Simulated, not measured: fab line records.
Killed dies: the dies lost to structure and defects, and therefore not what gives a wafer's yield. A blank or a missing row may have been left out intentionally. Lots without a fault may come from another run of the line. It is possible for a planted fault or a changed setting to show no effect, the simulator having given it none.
Chamber matching | flow nandHarc | 4 sister chambers for NHARC_A_WL_FILL_ALD_19 on aldMetal-04
The step deposits TiN, target thk 2 nm, pulse time 3 s, ald cycles 100. 7 wafers are shown with their chamber, then 7 later ones without.

WAFERS PAIRED WITH THEIR CHAMBERS
wafer  | chamber | heaterPowerW (W) | precursorPulseHeightRel
L074.4 | 0       | 1126             | 0.994
L080.5 | 3       | 1154             | 0.991
L082.1 | 2       | 1048             | 1.018
L082.4 | 1       | 1139             | 0.982
L082.5 | 1       | 1117             | 1.001
L085.1 | 3       | 1184             | 1.032
L085.2 | 2       | 1056             | 0.991

WAFERS WHOSE CHAMBER IS MISSING
wafer  | heaterPowerW (W) | precursorPulseHeightRel
L085.4 | 1122             | 0.994
L094.2 | 1123             | 0.998
L094.3 | 1209             | 0.966
L094.5 | 1193             | 1.008
L095.1 | 1104             | 0.998
L095.3 | 979              | 1.039
L095.6 | 1195             | 1.016

THE CHAMBER EACH PASSED THROUGH
wafer  | from the rows above          | in truth
L085.4 | can't be placed: 0 or 1      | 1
L094.2 | can't be placed: 0 or 1      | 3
L094.3 | 3                            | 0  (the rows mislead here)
L094.5 | 3                            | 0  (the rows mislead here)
L095.1 | can't be placed: 0 or 1 or 2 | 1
L095.3 | 2                            | 2
L095.6 | 3                            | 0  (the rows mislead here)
Correct placement for 1 of the 7. Can't be placed from these rows: 3 (the true chamber is among the candidates in 2). 3 placed wrongly.
How it was worked out, from the rows above alone: a wafer's distance from a chamber is the root of the sum, over the readings, of the square of ((its reading less the chamber's mean) divided by the reading's scatter). The wafer belongs to the nearest chamber; if the next one is less than 2 further off, it can't be placed. Each chamber's mean is taken over the wafers shown for it. The scatter: the root of (the sum of the squares of (reading less its chamber's mean) over the shown wafers, divided by (wafers less chambers)).
